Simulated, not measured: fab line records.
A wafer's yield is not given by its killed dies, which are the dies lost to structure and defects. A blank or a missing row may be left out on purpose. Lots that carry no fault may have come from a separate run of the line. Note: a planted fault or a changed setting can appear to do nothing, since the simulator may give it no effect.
Struck lot and sound lot, side by side + flow nand_harc + 15 steps out of a route of 1159
Sound: wafers L153.1, L153.2, L153.5. Wafers L151.2, L151.3, L151.5 were the ones struck. At the end, the cause is stated.
At each step with rows: each side's tool, then ch and its chambers, then its first start. Under that, the readings that differ: sound wafers + struck wafers + difference of the means + sigmas: that difference in standard deviations of wafers without a fault.
alike: words and numbers the same on both sides, and readings whose means are apart by under 2 such deviations; not compared: readings that were withheld, readings missing a value for some wafer, numbers with overlapping values and no deviation given by the record, and bounds like >300 which may hide the same value.
A row with sigmas, a row that says differs or no value, or rows on one side alone: a step with any of these is where the two part. Numbers that have no deviation but don't overlap get no sigmas and don't part them. Lack of a reading on every wafer of one side parts them only where that side has two or more wafers.

first, 8 steps without rows for these wafers: NHARC_P_GATE_DEHYDRATE_03 (time 120 s); NHARC_P_GATE_HMDS_04 (time 30 s); NHARC_P_GATE_COAT_05; NHARC_P_GATE_SOFTBAKE_06 (time 95 s); NHARC_P_GATE_EBR_07; NHARC_P_GATE_EXPOSE_08 (exposes mask P HV); NHARC_P_GATE_PEB_09 (peb time 85 s); NHARC_P_GATE_DEVELOP_10 (time 70 s).
NHARC_P_GATE_CD_MEAS_11: target cd 1640 nm.
  sound on cd_sem-01 ch 0, day 7 12:18; struck on cd_sem-02 ch 0, day 7 12:08
  alike: cd_nm
then, 1 step without rows for these wafers: NHARC_P_GATE_HARDBAKE_12 (time 80 s).
NHARC_P_GATE_DESCUM_13: chemistry O2, time 3 s.
  sound on rie_diel-13 ch 0,1,2, day 7 12:29; struck on rie_diel-06 ch 1,2, day 7 12:18
  alike: drypump_motor_current_A, oes_product_au, rf_vpp_V, showerhead_plenum_p_Torr, throttle_valve_pct
  not compared: rf_hours_counter_h
then, 1 step without rows for these wafers: NHARC_P_GATE_ETCH_14 (etches SiO2 in dHF, target depth 48.8 nm).
NHARC_P_GATE_STRIP_15: strips in SPM, time 780 s.
  sound on wet_bench-01 ch 0,3,5, day 7 12:40; struck on wet_bench-02 ch 1,3,7, day 7 12:29
  no value came back on the struck wafers for bath_guard_temp_C (C), bath_heat_duty_pct (%); on the sound wafers bath_guard_temp_C (C) reads 130.8 130.3 130.5
then, 1 step without rows for these wafers: NHARC_P_GATE_PRECLEAN_71 (cleans in SC1).
-- record jumps: 16 days between struck wafers' starts before vs after; left off in module P_GATE, resumes in module END, first step shown is number 1159 of the route --
NHARC_END_SORT_01:
  only the struck wafers appear in the record here, on prober-02 ch 0 at day 23 14:19; the sound ones have no rows

## WHERE THEY PART
First at NHARC_P_GATE_STRIP_15; last, within this record, at NHARC_END_SORT_01.

WHY: what had been put in by the simulator
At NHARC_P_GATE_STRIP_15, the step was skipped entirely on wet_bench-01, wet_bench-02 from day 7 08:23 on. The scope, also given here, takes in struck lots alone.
